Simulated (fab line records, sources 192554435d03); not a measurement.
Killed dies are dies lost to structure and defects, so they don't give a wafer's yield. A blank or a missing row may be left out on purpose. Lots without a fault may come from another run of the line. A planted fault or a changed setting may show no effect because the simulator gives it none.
A struck lot beside a sound one | flow n5_finfet | 14 steps out of a route of 1938
Sound: wafers L126.1, L126.2, L126.3. Struck: wafers L139.1, L139.5, L139.6. The cause comes at the end.
At each step with rows: each side's tool, then ch and its chambers, then its first start. Under that, the readings that differ: sound wafers | struck wafers | difference of the means | sigmas: that difference in standard deviations of wafers without a fault.
alike: readings whose means differ by less than 2 such deviations, and words and numbers that are the same on both sides. not compared: withheld readings, readings that some wafer has no value for, bounds like >300 that may hide the same value, and numbers for which the record gives no deviation and whose values overlap.
The two part at a step that has a row with sigmas, a row that says differs or no value, or rows on one side only. Numbers that don't overlap but have no deviation are shown without sigmas and don't part them. A reading that every wafer of one side lacks parts them only if that side has two wafers or more.

N5_BEOL_M3_STRIP_66: strips in CF4.
  sound on rie_diel-03 ch 1,2,3, day 8 21:13; struck on rie_diel-03 ch 0,1,3, day 12 13:22
  alike: drypump_motor_current_A, oes_product_au, rf_vpp_V, showerhead_plenum_p_Torr, throttle_valve_pct
  not compared: rf_hours_counter_h
N5_BEOL_M3_HM_OPEN_17: chemistry Cl2/BCl3, target TiN, target depth 20 nm, overetch 6 nm.
  sound on rie_metal-02 ch 0,1, day 8 21:16; struck on rie_metal-03 ch 0,1, day 12 13:24
  alike: drypump_motor_current_A, mfc_ar_sccm, oes_product_au, throttle_valve_pct
  not compared: rf_hours_counter_h
N5_BEOL_M3_STRIP_19: strips in O2.
  sound on rie_diel-05 ch 1,2,3, day 8 21:22; struck on rie_diel-03 ch 0,1,2, day 12 13:34
  alike: drypump_motor_current_A, oes_product_au, rf_vpp_V, showerhead_plenum_p_Torr, throttle_valve_pct
  not compared: rf_hours_counter_h
N5_BEOL_M3_CD_MEAS_18: pitch 36 nm, target cd 18 nm.
  sound on cd_sem-02, day 8 21:26; struck on cd_sem-03, day 12 13:38
  alike: cd_nm
then, 8 steps without rows for these wafers: N5_BEOL_M3_COAT_67 (time 60 s, resist thk 60 nm); N5_BEOL_M3_COAT_68 (time 60 s, resist thk 12 nm); N5_BEOL_M3_COAT_76 (time 60 s, resist thk 5 nm); N5_BEOL_M3_COAT_22 (resist thk 30 nm); N5_BEOL_M3_EBR_24; N5_BEOL_M3_SOFTBAKE_23 (time 60 s); N5_BEOL_M3_EXPOSE_25 (exposes mask V2, defocus 5 nm); N5_BEOL_M3_PEB_26 (peb time 60 s).
N5_BEOL_M3_DEVELOP_27: develop time 30 s.
  sound on litho_track-05 ch 0, day 8 21:50; struck on litho_track-03, day 12 13:54
  no value came back on the struck wafers for chill_plate_temp_C (C), develop_time_s (s); on the sound wafers chill_plate_temp_C (C) reads 22.99 23.05 22.90
  reading                                      | sound          | struck   | difference | sigmas
  model.CAR-EUV_of_BEOL_M3_COAT_22.thk_nm (nm) | 29.6 29.6 29.6 | 30 30 30 | +0         |
N5_BEOL_M3_CD_MEAS_28: target cd 25.7 nm, target cd y 23.3 nm.
  sound on cd_sem-02 ch 0, day 8 21:53; struck on cd_sem-03 ch 0, day 12 13:58
  reading    | sound             | struck | difference                    | sigmas
  cd_nm (nm) | 25.85 25.53 25.78 | - - -  | no value on the struck wafers |

WHERE THEY PART
First at N5_BEOL_M3_DEVELOP_27; last, within this record, at N5_BEOL_M3_CD_MEAS_28.

WHY: what the simulator had put in
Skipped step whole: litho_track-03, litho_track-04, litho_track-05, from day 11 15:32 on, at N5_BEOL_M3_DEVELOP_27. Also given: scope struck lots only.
